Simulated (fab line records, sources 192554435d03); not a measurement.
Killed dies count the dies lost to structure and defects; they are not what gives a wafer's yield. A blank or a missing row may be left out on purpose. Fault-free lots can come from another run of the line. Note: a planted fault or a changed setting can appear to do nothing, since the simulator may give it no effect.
Lot-split experiment || flow n5Finfet || 21 wafers read from 7 lots, route of 1938 steps

ABOUT THE SPLIT
At N5_WELL_APT_PEB_06 (peb time 90 s), the setting pebTimeS was moved away from the recipe's 90 s on 9 of the 21 wafers read, by +7.1% to +16.0%. This setting was run at the recipe's value on the other wafers.

FROM THE SPLIT TO THE READING: what the file shows between them, 2 steps
- N5_WELL_APT_DEVELOP_07: develop time 45 s
- N5_WELL_APT_HARDBAKE_12: time 120 s

THE READING
cdNm at N5_WELL_APT_CD_MEAS_08, given in nm (cd target 200 nm). Typical for fault-free wafers on this fab line: 200.2 nm, with standard deviation 2 nm.

{"wafer": "L075.1", "tool, chamber at the split": "lithoTrack-02, 0", "pebTimeS as run, s": 96.77, "against the recipe": "+7.5%", "cdNm, nm": 203.7, "against lot-mates on the recipe": "+1.0"}
{"wafer": "L075.2", "tool, chamber at the split": "lithoTrack-02, 0", "pebTimeS as run, s": 90, "against the recipe": "recipe", "cdNm, nm": 202.7, "against lot-mates on the recipe": "-"}
{"wafer": "L075.4", "tool, chamber at the split": "lithoTrack-02, 0", "pebTimeS as run, s": 90, "against the recipe": "recipe", "cdNm, nm": 202.7, "against lot-mates on the recipe": "-"}
{"wafer": "L081.1", "tool, chamber at the split": "lithoTrack-05, 0", "pebTimeS as run, s": 90, "against the recipe": "recipe", "cdNm, nm": 200.8, "against lot-mates on the recipe": "-"}
{"wafer": "L081.3", "tool, chamber at the split": "lithoTrack-05, 0", "pebTimeS as run, s": 101.5, "against the recipe": "+12.8%", "cdNm, nm": 204.6, "against lot-mates on the recipe": "+3.8"}
{"wafer": "L081.6", "tool, chamber at the split": "lithoTrack-05, 0", "pebTimeS as run, s": 101.5, "against the recipe": "+12.8%", "cdNm, nm": 206.8, "against lot-mates on the recipe": "+6.0"}
{"wafer": "L083.2", "tool, chamber at the split": "lithoTrack-05, 0", "pebTimeS as run, s": 90, "against the recipe": "recipe", "cdNm, nm": 202.0, "against lot-mates on the recipe": "-"}
{"wafer": "L083.5", "tool, chamber at the split": "lithoTrack-05, 0", "pebTimeS as run, s": 96.4, "against the recipe": "+7.1%", "cdNm, nm": 205.6, "against lot-mates on the recipe": "+3.6"}
{"wafer": "L083.6", "tool, chamber at the split": "lithoTrack-05, 0", "pebTimeS as run, s": 96.4, "against the recipe": "+7.1%", "cdNm, nm": 206.4, "against lot-mates on the recipe": "+4.4"}
{"wafer": "L084.1", "tool, chamber at the split": "lithoTrack-01, 0", "pebTimeS as run, s": 100.7, "against the recipe": "+11.9%", "cdNm, nm": 203.0, "against lot-mates on the recipe": "+6.8"}
{"wafer": "L084.2", "tool, chamber at the split": "lithoTrack-01, 0", "pebTimeS as run, s": 90, "against the recipe": "recipe", "cdNm, nm": 196.2, "against lot-mates on the recipe": "-"}
{"wafer": "L084.4", "tool, chamber at the split": "lithoTrack-01, 0", "pebTimeS as run, s": 100.7, "against the recipe": "+11.9%", "cdNm, nm": 203.0, "against lot-mates on the recipe": "+6.8"}
{"wafer": "L085.4", "tool, chamber at the split": "lithoTrack-02, 0", "pebTimeS as run, s": 90, "against the recipe": "recipe", "cdNm, nm": 201.3, "against lot-mates on the recipe": "-"}
{"wafer": "L085.5", "tool, chamber at the split": "lithoTrack-02, 0", "pebTimeS as run, s": 90, "against the recipe": "recipe", "cdNm, nm": 200.3, "against lot-mates on the recipe": "-"}
{"wafer": "L085.6", "tool, chamber at the split": "lithoTrack-02, 0", "pebTimeS as run, s": 90, "against the recipe": "recipe", "cdNm, nm": 199.3, "against lot-mates on the recipe": "-"}
{"wafer": "L089.3", "tool, chamber at the split": "lithoTrack-01, 0", "pebTimeS as run, s": 104.4, "against the recipe": "+16.0%", "cdNm, nm": 201.6, "against lot-mates on the recipe": "+3.3"}
{"wafer": "L089.4", "tool, chamber at the split": "lithoTrack-01, 0", "pebTimeS as run, s": 104.4, "against the recipe": "+16.0%", "cdNm, nm": 202.6, "against lot-mates on the recipe": "+4.3"}
{"wafer": "L089.5", "tool, chamber at the split": "lithoTrack-01, 0", "pebTimeS as run, s": 90, "against the recipe": "recipe", "cdNm, nm": 198.3, "against lot-mates on the recipe": "-"}
{"wafer": "L091.1", "tool, chamber at the split": "lithoTrack-01, 0", "pebTimeS as run, s": 90, "against the recipe": "recipe", "cdNm, nm": 197.5, "against lot-mates on the recipe": "-"}
{"wafer": "L091.3", "tool, chamber at the split": "lithoTrack-01, 0", "pebTimeS as run, s": 90, "against the recipe": "recipe", "cdNm, nm": 200.1, "against lot-mates on the recipe": "-"}
{"wafer": "L091.5", "tool, chamber at the split": "lithoTrack-01, 0", "pebTimeS as run, s": 90, "against the recipe": "recipe", "cdNm, nm": 197.9, "against lot-mates on the recipe": "-"}

THE FIT
A straight line over all 21 wafers: cdNm changes by +0.283 nm for each +1% of pebTimeS; r = +0.61; the points scatter about the line by 2.4 nm.
The same after taking each lot's own level away (the mean of its wafers on the recipe; 21 wafers): +0.358 nm for each +1%; r = +0.86; scatter 1.4 nm.
According to that fit, moving pebTimeS by its largest amount changes the reading by 5.7 nm.
The span of the lots' own levels, 196.20 to 202.70 nm, comes to 3.2 times the standard deviation stated above.
So the lot-to-lot level blurs the effect unless lot-mates are compared.
Check: with one of the wafers moved furthest among these (+16.0%) left out of the fit, the line predicts +6.54 nm for it against its lot-mates. It came out at +3.3 nm against them.

THE WHOLE CHAIN: every reading that the file lists as answering this split, in the file's order
{"step": "N5_WELL_APT_CD_MEAS_08", "what it does": "target cd 200 nm", "reading": "cdNm", "change (the file's fit)": "+0.358 nm for each +1% of the setting", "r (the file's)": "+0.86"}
{"step": "N5_WELL_APT_DESCUM_13", "what it does": "chemistry O2, time 7.9 s", "reading": "WELL_APT.cdNm (the simulator's own value, which no gauge read)", "change (the file's fit)": "+0.35 nm for each +1% of the setting", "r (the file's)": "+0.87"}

THE FILE'S OWN FIT
cdNm changes by +0.358 nm for each +1% of pebTimeS, r = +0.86.
